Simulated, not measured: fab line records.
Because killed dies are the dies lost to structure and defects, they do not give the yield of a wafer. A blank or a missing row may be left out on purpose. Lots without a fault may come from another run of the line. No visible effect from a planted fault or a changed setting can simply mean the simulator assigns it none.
Code-filled problem report in 8D (eight disciplines) form    flow nandHarc    the parts of the form that need people (team, actions taken, sign-off) are left out

1. WHAT IS WRONG
Mean of killedAtArray at NHARC_END_SORT_01: 103 across 3 wafers in 2 lots; on wafers with no fault it is 25 (standard deviation 10). That puts it +7.8 standard deviations away from the usual mean.
First observed at day 21 13:14: wafer L216.3, on prober-02. At this step, 6 wafers from 2 lots have a number in the record. Rule for "out", or "out of limits": more than 4 standard deviations from the usual mean. The rest of the wafers with a number are treated as sound.

2. WHAT THIS IS AND IS NOT
question                     is                         is not
which readings at this step  killedAtArray, killedDies  killedAtOther, killedAtPeriphery, killedOpen, killedShort
which lots                   L216, L221                 -
which wafers of those lots   L216.3, L221.4, L221.5     L216.1, L216.5, L221.2
read on which gauges         prober-02                  -
when                         from day 21 13:14          up to then (1 sound wafer); but 2 sound wafers of L216, L221 came after

3. WHAT RULES OUT EACH SUSPECT
Counting: if a tool at a process step up to the reading ran every lot that is out, it stays a suspect. Sound lots after the first of them don't rule it out here, since some wafers of a struck lot are sound.
- the gauge at NHARC_END_SORT_01: kept. All the wafers that are out were read on prober-02, and no step on other tools shows them out.
- rieDiel-11 at NHARC_A_CONTACT_ETCH_78 (etches the open film in O2/COS, target depth 2800 nm, time 728 s): kept. It ran every lot that is out, first L216 (day 18 21:54).
- pvdSputter-01 at NHARC_A_BONDPAD_PVD_17 (deposits TaN, target thk 5 nm, time 8.06 s): kept. It ran every lot that is out, first L216 (day 21 11:39). NHARC_A_BONDPAD_PVD_17 gives no start for some lots, so the hours and the order of its lots are those of NHARC_END_SORT_01.
- At NHARC_A_CONTACT_ETCH_78, inside rieDiel-11: chamber 0 took the wafers that are out, while their sound lot-mates went through chambers 1, 2.
After the count, these remain: rieDiel-11 at NHARC_A_CONTACT_ETCH_78, pvdSputter-01 at NHARC_A_BONDPAD_PVD_17 and prober-02 at NHARC_END_SORT_01.

4. THE CAUSE (what the simulator had put in)
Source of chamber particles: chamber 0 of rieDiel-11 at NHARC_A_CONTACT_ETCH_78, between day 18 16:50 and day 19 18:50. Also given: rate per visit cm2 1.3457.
After counting, 3 suspects remain, this tool included.

5. THE EFFECT CHAIN, in route order
Rows list readings where the struck wafers' mean (over those with a number) sits beyond 3 standard deviations from the usual. Only readings for which the record gives a usual standard deviation are gone through. hours: the time from each lot's start at the first step in this table that gives one to its start at this step, as a median over the lots. sigmas: the change in usual standard deviations.
hours  step               reading        usual  on struck wafers  change  sigmas
0      NHARC_END_SORT_01  killedAtArray  25     103               +78     +7.8
0      NHARC_END_SORT_01  killedDies     29     106               +77     +7.7

6. HOW IT WOULD HAVE BEEN CAUGHT EARLIER
In this record the first reading out of limits at a measuring or inspecting step was taken at day 21 13:14, 68 hours after the fault began at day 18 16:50.
Tool readings at NHARC_A_CONTACT_ETCH_78 with a usual standard deviation given in the record: none out on any struck wafer, hence no alarm at a limit of 4 standard deviations on them.
By day 21 13:14 the whole set of lots that are out, 2 in number, had already begun NHARC_A_CONTACT_ETCH_78 on rieDiel-11. Had the tool been put on hold then, not one of them would have been saved.
